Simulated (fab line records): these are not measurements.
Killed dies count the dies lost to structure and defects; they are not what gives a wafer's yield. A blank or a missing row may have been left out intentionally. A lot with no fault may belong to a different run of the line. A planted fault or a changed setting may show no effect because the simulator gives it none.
fab line records	flow n5Finfet
[record] lots = 24	wafers = 72	lastDay = 18
route steps=1938 shown BEOL_M9@1464 BEOL_M10@1471
lots that met no fault: taken from a fault-free run of the same line
startH: start of the lot's first displayed wafer, in hours after the record's first day	waitH: how many hours have passed since the lot's step before this one	" the same as in the row above	L1.1+2: a single row standing in for several wafers	- no value present, or no start provided	* or withheld: withheld	< > ~ a bound
route shown NAME@n: NAME is a module with steps in the file, n the number in the route of the first one	usual: average and standard deviation across the fault-free wafers	same: alike in all rows	chamber/n: place in a boat	sites: readings site by site	_std_site: their standard deviation	_edge_site: outer sites' mean less inner sites'	radiusMm: for every site, how far away it sits from the centre of the wafer	mask NAME#n: copy n	behind: the most recent tool/chamber to have shaped the wafer	hold: why the lot was held/for how many hours/how that ended	device: names the non-switching transistor (n, p or np)	end of line: tests of these same wafers at the route's end	step lacking rows: just its recipe	killed: at the first sort, the dies lost to defects and structure; wafer yield is something else	map: shows each die of a wafer: x if killed, . if not, _ if none is there
set.NAME: the setting the step ran with; set.NAME@STEP: the setting that earlier step ran with	model.NAME: the simulator's own value behind a step, which no gauge read
steps of the route over a sample of lots; a table a step, a row a wafer
services: a tool's chamber out of use, with start hour (startH, from the record's first day; less than 0 if before it), hours out, and reason
[[steps]]
[step N5_BEOL_M9_CMP_52]
[recipe] stopOn = SiCOH_lowk	tOverpolishS = 7	downForcePsi = 1	platenRpm = 50	clearingPlatenDownForcePsi = 1.5	clearingPlatenRpm = 50	postCmpClean = cuAlkaline	targetThkNm = 140	clearingPlatenPadVelocityMS = 0.99484	padVelocityMS = 0.99484
[usual] barrierFieldEndpointS = 28.9/0.87	clearingPlatenDownForcePsi = 1.501/0.0035	motorCurrentA = 5.9/0.46	overpolishRunS = 6.998/0.008	timeToEndpointS = 66/3.6
lot.wafer	tool	chamber	startH	waitH	barrierFieldEndpointS	clearingPlatenDownForcePsi	motorCurrentA	overpolishRunS	timeToEndpointS
L075.3	cmp-02	1	207.21	0.2	29.3	1.503	6.9	6.993	68
L075.4	"	3	"	"	29.6	1.497	6.1	7.019	67
L075.6	"	2	"	"	29.1	1.503	6.0	7.004	66
L077.3	cmp-02	3	223.15	0.2	28.7	1.507	6.3	7.005	68
L077.1	"	0	"	"	29.1	1.496	5.8	7.001	69
L077.2	"	1	"	"	30.2	1.496	6.5	6.994	71
L074.2	cmp-04	3	223.51	0.2	29.4	1.495	6.0	6.993	71
L074.6	"	3	"	"	29.5	1.493	5.7	7.005	71
L074.5	"	0	"	"	28.4	1.508	6.3	7.009	66
L076.1	cmp-04	2	226.02	0.3	27.7	1.505	5.4	6.989	59
L076.3	"	1	"	"	28.3	1.504	5.6	6.982	60
L076.5	"	3	"	"	29.7	1.499	5.8	7.005	67
L079.3	cmp-02	3	236.90	0.2	29.0	1.507	6.0	6.992	64
L079.5	"	1	"	"	30.0	1.499	6.5	7.004	66
L079.6	"	2	"	"	28.6	1.505	5.8	7.003	65
L078.1	cmp-01	2	237.19	0.3	27.8	1.503	5.9	7.001	66
L078.6	"	0	"	"	29.1	1.502	5.4	7.000	69
L078.5	"	1	"	"	29.4	1.502	5.7	6.992	72
L080.3	cmp-02	0	243.73	0.2	27.7	1.497	6.0	7.008	59
L080.4	"	1	"	"	28.8	1.496	6.4	6.992	66
L080.6	"	0	"	"	27.2	1.501	5.5	7.009	57
L081.3	cmp-04	1	249.99	0.2	27.0	1.501	5.8	7.006	61
L081.4	"	2	"	"	28.1	1.492	5.8	6.995	65
L081.5	"	0	"	"	29.1	1.503	6.2	7.011	65
L082.3	cmp-04	3	251.17	0.2	28.4	1.500	5.8	6.993	68
L082.2	"	0	"	"	27.8	1.504	6.3	6.997	62
L082.6	"	0	"	"	28.5	1.502	6.3	7.001	64
L083.2	cmp-01	2	255.89	0.2	29.3	1.494	6.0	6.988	71
L083.6	"	2	"	"	29.6	1.501	5.7	6.997	70
L083.5	"	3	"	"	29.3	1.499	7.2	7.000	70
L084.1	cmp-01	1	270.50	0.3	29.3	1.502	5.5	7.010	64
L084.3	"	0	"	"	29.7	1.501	5.5	6.991	66
L084.5	"	1	"	"	30.2	1.501	5.3	6.998	67
L085.4	cmp-04	2	279.15	0.1	28.1	1.497	5.4	6.990	61
L085.1	"	0	"	"	27.8	1.497	6.3	6.993	64
L085.3	"	1	"	"	27.1	1.498	6.0	7.000	64
L086.2	cmp-04	0	287.14	0.2	29.8	1.504	6.5	7.003	68
L086.4	"	3	"	"	30.7	1.497	5.9	7.004	72
L086.5	"	1	"	"	29.2	1.500	5.8	7.001	68
L087.1	cmp-04	0	303.49	0.5	30.0	1.493	6.4	7.001	67
L087.4	"	1	"	"	30.1	1.507	5.8	7.006	63
L087.5	"	0	"	"	30.2	1.497	6.4	7.001	66
L089.4	cmp-04	2	309.29	0.2	28.1	1.499	5.5	6.989	63
L089.1	"	0	"	"	28.0	1.498	6.2	6.996	63
L089.6	"	2	"	"	27.8	1.503	5.4	7.000	59
L088.2	cmp-02	0	310.12	0.2	28.5	1.505	5.5	6.998	63
L088.5	"	0	"	"	28.3	1.501	5.6	6.997	62
L088.6	"	1	"	"	29.9	1.501	6.5	7.004	69
L090.2	cmp-01	2	316.78	0.3	27.9	1.503	6.1	6.987	69
L090.4	"	3	"	"	29.1	1.503	6.9	7.004	67
L090.5	"	0	"	"	29.5	1.500	5.2	6.996	67
L091.2	cmp-01	1	320.80	0.3	28.9	1.498	5.5	7.002	68
L091.6	"	2	"	"	28.9	1.495	5.8	7.003	68
L091.5	"	3	"	"	29.5	1.495	7.3	6.990	70
L093.2	cmp-04	1	329.38	0.3	27.9	1.505	5.7	7.012	63
L093.1	"	2	"	"	27.6	1.502	5.3	7.016	65
L093.6	"	0	"	"	29.1	1.506	6.5	6.991	64
L094.1	cmp-04	1	333.40	0.3	28.1	1.499	5.9	6.998	61
L094.4	"	3	"	"	30.2	1.501	5.8	6.989	71
L094.5	"	1	"	"	28.2	1.502	5.7	6.986	63
L092.4	cmp-04	3	333.98	0.2	29.6	1.505	5.9	7.003	68
L092.5	"	2	"	"	28.7	1.497	5.4	7.002	63
L092.6	"	3	"	"	30.3	1.498	5.8	6.996	69
L095.4	cmp-02	1	341.38	0.6	29.6	1.504	6.5	7.001	68
L095.3	"	2	"	"	29.1	1.500	5.6	7.001	67
L095.1	"	3	"	"	29.0	1.498	6.2	7.003	64
L096.3	cmp-01	1	350.03	0.2	28.7	1.505	5.6	7.000	69
L096.4	"	0	"	"	28.1	1.499	5.7	7.011	63
L096.6	"	1	"	"	28.4	1.507	5.5	6.997	66
L097.3	cmp-04	1	353.36	0.2	28.3	1.503	6.0	6.987	64
L097.2	"	2	"	"	28.8	1.497	5.6	7.009	61
L097.5	"	3	"	"	30.5	1.504	6.1	7.013	70
[step N5_BEOL_M9_THK_MEAS_53]
[recipe] thkMeasGauge = xrf	reads = Cu_of_BEOL_M9_ECD_50
[usual] M9_THK = 139/3.4
lot.wafer	tool	chamber	startH	waitH	M9_THK[nm]
L075.3	filmMetro-02	-	207.51	-	139
L075.4	"	-	"	"	135
L075.6	"	-	"	"	135
L077.1	filmMetro-02	-	223.45	-	133
L077.2	"	-	"	"	133
L077.3	"	-	"	"	134
L074.2	filmMetro-01	-	223.81	-	136
L074.5	"	-	"	"	135
L074.6	"	-	"	"	142
L076.1	filmMetro-01	-	226.32	-	133
L076.3	"	-	"	"	139
L076.5	"	-	"	"	143
L079.3	filmMetro-01	-	237.12	-	136
L079.5	"	-	"	"	135
L079.6	"	-	"	"	134
L078.1	filmMetro-01	-	237.41	-	138
L078.5	"	-	"	"	138
L078.6	"	-	"	"	136
L080.3	filmMetro-01	-	244.02	-	141
L080.4	"	-	"	"	136
L080.6	"	-	"	"	141
L081.3	filmMetro-01	-	250.24	-	138
L081.4	"	-	"	"	138
L081.5	"	-	"	"	138
L082.2	filmMetro-01	-	251.46	-	136
L082.3	"	-	"	"	139
L082.6	"	-	"	"	140
L083.2	filmMetro-01	-	256.19	-	140
L083.5	"	-	"	"	139
L083.6	"	-	"	"	139
L084.1	filmMetro-02	-	270.79	-	138
L084.3	"	-	"	"	136
L084.5	"	-	"	"	138
L085.1	filmMetro-02	-	279.45	-	141
L085.3	"	-	"	"	144
L085.4	"	-	"	"	143
L086.2	filmMetro-01	-	287.43	-	144
L086.4	"	-	"	"	142
L086.5	"	-	"	"	143
L087.1	filmMetro-01	-	303.75	-	133
L087.4	"	-	"	"	139
L087.5	"	-	"	"	135
L089.1	filmMetro-01	-	309.55	-	139
L089.4	"	-	"	"	137
L089.6	"	-	"	"	139
L088.2	filmMetro-01	-	310.42	-	140
L088.5	"	-	"	"	138
L088.6	"	-	"	"	138
L090.2	filmMetro-02	-	317.00	-	135
L090.4	"	-	"	"	141
L090.5	"	-	"	"	134
L091.2	filmMetro-01	-	320.98	-	142
L091.5	"	-	"	"	136
L091.6	"	-	"	"	137
L093.1	filmMetro-01	-	329.60	-	144
L093.2	"	-	"	"	142
L093.6	"	-	"	"	143
L094.1	filmMetro-01	-	333.66	-	137
L094.4	"	-	"	"	143
L094.5	"	-	"	"	136
L092.4	filmMetro-02	-	334.24	-	141
L092.5	"	-	"	"	143
L092.6	"	-	"	"	138
L095.1	filmMetro-02	-	341.63	-	145
L095.3	"	-	"	"	139
L095.4	"	-	"	"	139
L096.3	filmMetro-02	-	350.33	-	143
L096.4	"	-	"	"	141
L096.6	"	-	"	"	144
L097.2	filmMetro-02	-	353.58	-	137
L097.3	"	-	"	"	138
L097.5	"	-	"	"	146
[step N5_BEOL_M10_CURE_71]
[recipe] tempC = 385	timeS = 240	ambient = He/Ar	material = SiCOH_lowk
[usual] lampPowerPct = 52.31/0.052	wafer_temp_C_max = 386.6/0.68
lot.wafer	tool	chamber	startH	waitH	lampPowerPct	wafer_temp_C_max
L075.3	uvCure-02	2	207.94	0.2	52.36	386.9
L075.4	"	2	"	"	52.37	386.4
L075.6	"	2	"	"	52.35	385.8
L077.1	uvCure-03	1	223.72	0.0	52.38	386.8
L077.2	"	1	"	"	52.19	386.6
L077.3	"	1	"	"	52.27	387.2
L074.2	uvCure-01	1	224.19	0.1	52.29	386.4
L074.5	"	1	"	"	52.30	386.2
L074.6	"	1	"	"	52.27	386.2
L076.1	uvCure-01	0	226.59	0.0	52.31	386.8
L076.3	"	0	"	"	52.35	387.5
L076.5	"	0	"	"	52.27	387.2
L079.3	uvCure-02	2	237.57	0.2	52.39	386.3
L079.5	"	2	"	"	52.33	386.2
L079.6	"	2	"	"	52.29	385.9
L078.1	uvCure-03	2	237.91	0.3	52.33	387.3
L078.5	"	2	"	"	52.37	386.7
L078.6	"	2	"	"	52.33	386.7
L080.3	uvCure-02	0	244.47	0.2	52.35	386.1
L080.4	"	0	"	"	52.37	386.0
L080.6	"	0	"	"	52.33	386.0
L081.3	uvCure-02	1	250.69	0.2	52.31	385.9
L081.4	"	1	"	"	52.38	386.2
L081.5	"	1	"	"	52.32	386.1
L082.2	uvCure-03	1	251.84	0.2	52.32	387.0
L082.3	"	1	"	"	52.35	386.7
L082.6	"	1	"	"	52.32	386.9
L083.2	uvCure-01	0	256.65	0.2	52.36	389.0
L083.5	"	0	"	"	52.29	386.9
L083.6	"	0	"	"	52.33	387.2
L084.1	uvCure-03	2	271.41	0.4	52.32	386.6
L084.3	"	2	"	"	52.36	387.0
L084.5	"	2	"	"	52.23	386.8
L085.1	uvCure-01	2	279.73	0.0	52.35	387.9
L085.3	"	2	"	"	52.34	388.3
L085.4	"	2	"	"	52.24	387.2
L086.2	uvCure-02	0	287.82	0.1	52.41	386.2
L086.4	"	0	"	"	52.33	386.6
L086.5	"	0	"	"	52.34	385.9
L087.1	uvCure-03	1	304.03	0.0	52.30	386.6
L087.4	"	1	"	"	52.31	387.0
L087.5	"	1	"	"	52.26	387.3
L089.1	uvCure-03	1	310.06	0.3	52.39	386.9
L089.4	"	1	"	"	52.31	386.9
L089.6	"	1	"	"	52.25	386.9
L088.2	uvCure-03	2	310.77	0.1	52.31	387.7
L088.5	"	2	"	"	52.29	387.1
L088.6	"	2	"	"	52.27	387.5
L090.2	uvCure-02	1	317.35	0.1	52.35	386.3
L090.4	"	1	"	"	52.35	386.3
L090.5	"	1	"	"	52.34	385.8
L091.2	uvCure-02	2	321.34	0.1	52.19	386.1
L091.5	"	2	"	"	52.25	385.6
L091.6	"	2	"	"	52.41	386.0
L093.1	uvCure-02	0	329.88	0.0	52.30	386.0
L093.2	"	0	"	"	52.35	385.7
L093.6	"	0	"	"	52.31	385.5
L094.1	uvCure-01	2	333.93	0.0	52.25	387.7
L094.4	"	2	"	"	52.30	387.5
L094.5	"	2	"	"	52.27	386.8
L092.4	uvCure-02	2	334.92	0.4	52.31	385.9
L092.5	"	2	"	"	52.39	386.6
L092.6	"	2	"	"	52.30	385.7
L095.1	uvCure-01	2	341.91	0.0	52.28	388.0
L095.3	"	2	"	"	52.43	387.1
L095.4	"	2	"	"	52.24	387.3
L096.3	uvCure-02	2	350.80	0.2	52.26	386.5
L096.4	"	2	"	"	52.32	386.4
L096.6	"	2	"	"	52.21	386.3
L097.2	uvCure-02	1	353.97	0.1	52.39	386.0
L097.3	"	1	"	"	52.25	386.1
L097.5	"	1	"	"	52.23	385.8
[step N5_BEOL_M10_DESCUM_16]
[recipe] chemistry = O2	timeS = 7.9	sourcePowerW = 50	biasPowerW = 20	pressureMtorr = 20	rfFrequencyHz = 2.712e+07	tempC = 40	resist = CAR-ArF	o2FlowSccm = 225
[usual] chamberPressureMTorr = 19.999/0.019	drypumpMotorCurrentA = 5.5/0.47	oesProductAu = 0.82/0.074	rfVppV = 243.2/1.3	showerheadPlenumPTorr = 2.11/0.077	throttleValvePct = 20.23/0.24
lot.wafer	tool	chamber	startH	waitH	chamberPressureMTorr	drypumpMotorCurrentA	oesProductAu	rfHoursCounterH	rfVppV	showerheadPlenumPTorr	throttleValvePct
L075.3	rieDiel-05	1	210.15	0.3	20.027	4.8	0.90	28	243.5	2.05	19.80
L075.4	"	1	"	"	19.998	4.9	0.90	-	242.2	2.05	19.80
L075.6	"	0	"	"	20.005	5.2	0.80	-	240.7	2.02	20.17
L077.1	rieDiel-02	1	226.29	0.2	19.992	6.0	0.69	235	243.7	2.15	20.55
L077.2	"	2	"	"	19.987	5.3	0.85	56	244.3	2.24	20.11
L077.3	"	0	"	"	19.966	5.7	0.82	88	242.7	2.03	20.12
L074.2	rieDiel-05	3	226.62	0.0	19.985	5.4	0.96	4	243.0	2.07	20.10
L074.5	"	0	"	"	19.996	5.3	0.79	-	239.7	2.02	20.18
L074.6	"	3	"	"	19.979	5.4	0.96	-	242.4	2.07	20.10
L076.1	rieDiel-02	2	228.53	0.0	19.998	5.3	0.85	57	244.5	2.24	20.12
L076.3	"	3	"	"	19.970	5.8	0.79	130	242.3	2.09	20.17
L076.5	"	0	"	"	19.935	5.6	0.82	-	243.7	2.03	20.12
L079.3	rieDiel-02	3	239.13	0.0	19.994	5.8	0.78	133	243.1	2.09	20.18
L079.5	"	2	"	"	19.994	5.4	0.84	-	243.9	2.24	20.11
L079.6	"	3	"	"	19.991	5.8	0.78	-	244.8	2.09	20.16
L078.1	rieDiel-05	0	239.82	0.2	20.001	5.3	0.79	131	241.2	2.01	20.17
L078.5	"	3	"	"	20.004	5.4	0.94	-	243.4	2.07	20.13
L078.6	"	0	"	"	20.008	5.2	0.78	-	241.5	2.01	20.19
L080.3	rieDiel-02	1	246.47	0.0	20.029	6.0	0.69	242	242.7	2.15	20.58
L080.4	"	3	"	"	19.971	5.8	0.78	136	243.3	2.09	20.15
L080.6	"	2	"	"	20.003	5.3	0.84	-	245.8	2.24	20.12
L081.3	rieDiel-02	3	252.17	0.3	20.007	5.8	0.78	139	242.7	2.09	20.16
L081.4	"	1	"	"	20.004	6.0	0.69	244	242.1	2.15	20.58
L081.5	"	2	"	"	19.979	5.3	0.84	-	246.0	2.24	20.13
L082.2	rieDiel-05	0	253.18	0.3	19.963	5.2	0.77	136	242.8	2.01	20.20
L082.3	"	1	"	"	19.986	4.8	0.86	47	242.6	2.04	19.84
L082.6	"	3	"	"	20.015	5.4	0.92	-	242.8	2.07	20.12
L083.2	rieDiel-06	1	259.20	0.0	19.993	5.1	0.94	8	244.1	2.05	20.05
L083.5	"	3	"	"	20.013	6.6	0.68	-	243.4	2.18	20.88
L083.6	"	0	"	"	20.006	5.0	0.86	-	246.7	2.21	20.13
L084.1	rieDiel-05	3	273.65	0.0	20.016	5.3	0.89	21	241.5	2.06	20.13
L084.3	"	2	"	"	19.985	5.6	0.74	148	244.0	2.09	20.38
L084.5	"	1	"	"	20.013	4.9	0.84	-	242.5	2.04	19.83
L085.1	rieDiel-06	1	281.85	0.2	19.960	5.1	0.91	15	242.2	2.05	20.05
L085.3	"	3	"	"	20.019	6.7	0.69	247	242.3	2.18	20.89
L085.4	"	0	"	"	19.971	5.0	0.85	-	244.8	2.21	20.13
L086.2	rieDiel-06	3	289.40	0.3	20.008	6.7	0.68	250	244.7	2.17	20.89
L086.4	"	0	"	"	20.015	5.0	0.85	-	245.5	2.21	20.13
L086.5	"	3	"	"	20.025	6.6	0.68	-	244.6	2.17	20.89
L087.1	rieDiel-05	3	307.97	0.0	19.986	5.4	0.88	33	243.0	2.06	20.17
L087.4	"	1	"	"	20.030	4.9	0.84	67	241.5	2.04	19.86
L087.5	"	0	"	"	20.015	5.3	0.76	-	242.3	2.01	20.20
L089.1	rieDiel-02	3	312.03	0.0	19.998	5.8	0.76	161	243.3	2.08	20.20
L089.4	"	0	"	"	19.997	5.7	0.78	120	242.3	2.02	20.18
L089.6	"	3	"	"	20.031	5.8	0.75	-	241.8	2.08	20.20
L088.2	rieDiel-02	2	312.28	0.1	19.972	5.3	0.83	87	244.0	2.23	20.17
L088.5	"	2	"	"	19.984	5.3	0.82	-	244.5	2.23	20.17
L088.6	"	1	"	"	20.036	6.0	0.93	-	243.7	2.14	20.31
L090.2	rieDiel-02	2	319.95	0.0	19.996	5.3	0.81	89	244.7	2.23	20.16
L090.4	"	1	"	"	19.973	6.0	0.92	9	243.2	2.14	20.31
L090.5	"	1	"	"	19.968	6.0	0.92	-	243.6	2.14	20.31
L091.2	rieDiel-05	2	323.75	0.0	19.983	5.6	0.74	166	243.7	2.09	20.40
L091.5	"	2	"	"	20.020	5.6	0.74	-	242.3	2.09	20.42
L091.6	"	1	"	"	19.993	4.9	0.84	-	242.2	2.04	19.86
L093.1	rieDiel-06	1	332.15	0.1	19.988	5.1	0.87	36	243.2	2.04	20.09
L093.2	"	2	"	"	20.007	6.5	0.94	13	243.4	2.25	20.85
L093.6	"	0	"	"	19.992	5.0	0.82	-	244.9	2.20	20.17
L094.1	rieDiel-02	3	336.34	0.0	20.004	5.8	0.74	170	242.3	2.08	20.21
L094.4	"	0	"	"	20.026	5.7	0.77	128	242.4	2.02	20.17
L094.5	"	3	"	"	20.011	5.8	0.75	-	243.8	2.08	20.20
L092.4	rieDiel-02	0	337.25	0.2	20.007	5.7	0.77	129	242.9	2.02	20.18
L092.5	"	1	"	"	20.019	6.0	0.89	-	245.0	2.14	20.33
L092.6	"	2	"	"	19.985	5.4	0.81	-	244.4	2.23	20.18
L095.1	rieDiel-05	2	343.21	0.1	19.974	5.6	0.73	168	243.6	2.08	20.39
L095.3	"	1	"	"	20.019	4.9	0.82	78	241.0	2.03	19.87
L095.4	"	0	"	"	19.986	5.2	0.74	167	241.6	2.00	20.23
L096.3	rieDiel-05	3	352.59	0.0	19.999	5.4	0.86	48	242.4	2.05	20.17
L096.4	"	2	"	"	19.999	5.6	0.72	172	243.0	2.08	20.42
L096.6	"	2	"	"	19.975	5.6	0.73	-	244.2	2.08	20.41
L097.2	rieDiel-06	3	355.42	0.0	19.984	6.6	0.97	16	244.9	2.17	20.50
L097.3	"	0	"	"	20.015	5.0	0.81	115	245.0	2.20	20.18
L097.5	"	3	"	"	19.998	6.6	0.97	-	244.4	2.17	20.51
[step N5_BEOL_M10_OVL_MEAS_29]
[recipe] pointsPerWafer = 44
[usual] V9_OVL = -0.6/0.79
lot.wafer	tool	chamber	startH	waitH	V9_OVL[nm]
L075.3	overlay-01	0	211.95	0.0	-1.1
L075.4	"	0	"	"	-0.1
L075.6	"	0	"	"	-0.4
L074.2	overlay-02	0	227.72	0.0	-0.7
L074.5	"	0	"	"	-1.3
L074.6	"	0	"	"	-1.0
L077.1	overlay-02	0	227.89	0.0	-0.8
L077.2	"	0	"	"	-0.9
L077.3	"	0	"	"	-0.4
L076.1	overlay-02	0	229.51	0.0	-0.8
L076.3	"	0	"	"	0.3
L076.5	"	0	"	"	-0.3
L079.3	overlay-02	0	240.42	0.0	0.3
L079.5	"	0	"	"	-0.1
L079.6	"	0	"	"	-0.6
L078.1	overlay-02	0	240.72	0.0	-1.2
L078.5	"	0	"	"	-0.4
L078.6	"	0	"	"	-1.6
L080.3	overlay-01	0	248.68	0.0	-0.3
L080.4	"	0	"	"	-0.6
L080.6	"	0	"	"	-0.9
L081.3	overlay-02	0	254.12	0.0	1.0
L081.4	"	0	"	"	-0.1
L081.5	"	0	"	"	-0.2
L082.2	overlay-01	0	254.29	0.0	-0.4
L082.3	"	0	"	"	-1.1
L082.6	"	0	"	"	-1.0
L083.2	overlay-01	0	260.13	0.0	-0.8
L083.5	"	0	"	"	0.0
L083.6	"	0	"	"	0.8
L084.1	overlay-02	0	276.88	0.0	-0.3
L084.3	"	0	"	"	0.7
L084.5	"	0	"	"	0.0
L085.1	overlay-02	0	283.99	0.0	-1.8
L085.3	"	0	"	"	-1.0
L085.4	"	0	"	"	-1.4
L086.2	overlay-02	0	290.36	0.0	-2.1
L086.4	"	0	"	"	-1.7
L086.5	"	0	"	"	-2.1
L087.1	overlay-02	0	308.86	0.0	-1.0
L087.4	"	0	"	"	-0.9
L087.5	"	0	"	"	-0.4
L089.1	overlay-02	0	314.39	0.0	0.2
L089.4	"	0	"	"	0.7
L089.6	"	0	"	"	-0.7
L088.2	overlay-01	0	314.54	0.0	-0.5
L088.5	"	0	"	"	-0.6
L088.6	"	0	"	"	0.1
L090.2	overlay-01	0	320.81	0.0	-0.3
L090.4	"	0	"	"	-1.0
L090.5	"	0	"	"	-2.1
L091.2	overlay-02	0	324.71	0.0	-1.1
L091.5	"	0	"	"	1.1
L091.6	"	0	"	"	-0.5
L093.1	overlay-02	0	335.18	0.0	-0.9
L093.2	"	0	"	"	-0.8
L093.6	"	0	"	"	-0.9
L094.1	overlay-02	0	337.28	0.0	-0.2
L094.4	"	0	"	"	-0.4
L094.5	"	0	"	"	0.6
L092.4	overlay-02	0	338.22	0.0	-1.5
L092.5	"	0	"	"	-0.9
L092.6	"	0	"	"	-1.0
L095.1	overlay-02	0	344.61	0.0	-0.1
L095.3	"	0	"	"	0.0
L095.4	"	0	"	"	0.3
L096.3	overlay-02	0	353.55	0.0	-0.9
L096.4	"	0	"	"	0.3
L096.6	"	0	"	"	0.1
L097.2	overlay-02	0	357.59	0.0	-0.4
L097.3	"	0	"	"	-1.0
L097.5	"	0	"	"	-1.0
[step N5_BEOL_M10_ALD_74]
[recipe] material = TaN	targetThkA = 20	tempC = 275	aldPrecursorFamily = PDMAT	aldCoReactant = NH3	pressureTorr = 3	carrierFlowSccm = 1500	pulseTimeS = 2	purgeTimeS = 3	coReactantPurgeTimeS = 2	coReactantPulseTimeS = 3	aldCycles = 40	precursorVesselTempC = 75	precursorVesselPressureTorr = 26.25	precursorVesselCarrierSccm = 1000
[usual] heaterPowerW = 415/40	mfcCarrierSccm = 1501/4.5
lot.wafer	tool	chamber	startH	waitH	heaterPowerW	mfcCarrierSccm
L075.3	aldMetal-02	3	213.75	0.0	410	1511
L075.4	"	0	"	"	466	1495
L075.6	"	2	"	"	452	1501
L074.2	aldMetal-02	3	229.37	0.0	414	1496
L074.5	"	0	"	"	479	1503
L074.6	"	1	"	"	343	1496
L077.1	aldMetal-03	1	229.45	0.0	408	1508
L077.2	"	0	"	"	407	1505
L077.3	"	3	"	"	444	1507
L076.1	aldMetal-03	3	231.06	0.0	449	1498
L076.3	"	0	"	"	407	1504
L076.5	"	1	"	"	410	1507
L079.3	aldMetal-02	1	241.69	0.0	356	1501
L079.5	"	3	"	"	411	1502
L079.6	"	2	"	"	459	1503
L078.1	aldMetal-03	1	242.23	0.0	411	1503
L078.5	"	1	"	"	414	1500
L078.6	"	2	"	"	387	1496
L080.3	aldMetal-04	3	250.06	0.2	370	1499
L080.4	"	0	"	"	500	1505
L080.6	"	1	"	"	375	1502
L081.3	aldMetal-02	0	255.62	0.0	468	1502
L081.4	"	1	"	"	343	1495
L081.5	"	0	"	"	464	1504
L082.2	aldMetal-02	2	256.00	0.1	440	1507
L082.3	"	0	"	"	466	1501
L082.6	"	1	"	"	351	1502
L083.2	aldMetal-02	0	261.64	0.0	459	1500
L083.5	"	1	"	"	350	1503
L083.6	"	2	"	"	453	1503
L084.1	aldMetal-02	1	278.65	0.1	349	1503
L084.3	"	0	"	"	475	1506
L084.5	"	2	"	"	442	1502
L085.1	aldMetal-03	2	285.23	0.0	386	1502
L085.3	"	0	"	"	394	1495
L085.4	"	3	"	"	460	1507
L086.2	aldMetal-02	3	292.25	0.0	421	1494
L086.4	"	0	"	"	471	1497
L086.5	"	3	"	"	404	1502
L087.1	aldMetal-03	0	311.10	0.1	392	1507
L087.4	"	3	"	"	451	1499
L087.5	"	0	"	"	410	1501
L089.1	aldMetal-03	3	316.15	0.0	459	1501
L089.4	"	0	"	"	412	1502
L089.6	"	2	"	"	393	1505
L088.2	aldMetal-04	1	316.39	0.0	369	1491
L088.5	"	3	"	"	375	1502
L088.6	"	2	"	"	408	1502
L090.2	aldMetal-02	3	323.20	0.0	412	1498
L090.4	"	0	"	"	481	1511
L090.5	"	3	"	"	412	1501
L091.2	aldMetal-03	1	326.09	0.0	421	1507
L091.5	"	1	"	"	401	1499
L091.6	"	0	"	"	406	1497
L093.1	aldMetal-02	2	336.80	0.0	452	1503
L093.2	"	0	"	"	476	1500
L093.6	"	2	"	"	451	1501
L094.1	aldMetal-02	0	339.53	0.2	474	1509
L094.4	"	1	"	"	348	1500
L094.5	"	0	"	"	472	1500
L092.4	aldMetal-02	1	340.58	0.2	350	1497
L092.5	"	2	"	"	444	1508
L092.6	"	3	"	"	407	1507
L095.1	aldMetal-02	3	346.03	0.1	416	1502
L095.3	"	1	"	"	355	1496
L095.4	"	2	"	"	444	1499
L096.3	aldMetal-04	1	355.16	0.0	362	1501
L096.4	"	2	"	"	409	1499
L096.6	"	1	"	"	350	1501
L097.2	aldMetal-02	3	360.69	0.1	410	1498
L097.3	"	1	"	"	347	1503
L097.5	"	1	"	"	351	1502
[[services]]
tool	chamber	startH	hours	kind
cmp-02	-	184.75	2.0	repair
uvCure-02	-	188.13	2.8	pm
cmp-04	-	190.60	2.6	repair
cmp-02	-	197.05	4.4	repair
cmp-01	-	197.94	6.9	pm
aldMetal-02	3	213.92	3.1	repair
uvCure-01	-	227.97	28.1	pm
cmp-02	-	237.89	4.0	pm
cmp-02	-	245.71	4.2	repair
uvCure-03	-	246.60	2.1	pm
rieDiel-05	-	250.18	0.4	repair
uvCure-03	-	255.96	7.5	pm
uvCure-02	-	270.70	6.3	repair
cmp-04	-	278.21	0.4	repair
uvCure-02	-	310.48	1.0	pm
rieDiel-05	2	325.98	13.5	repair
rieDiel-05	-	330.64	3.9	repair
uvCure-03	-	330.67	7.5	pm
aldMetal-03	-	335.62	8.7	pm
rieDiel-05	3	336.29	3.1	repair
cmp-04	-	337.08	5.0	pm
uvCure-02	-	339.23	7.5	pm
aldMetal-03	2	345.14	10.6	repair
uvCure-03	-	359.57	2.8	pm
[[key]]
fault none
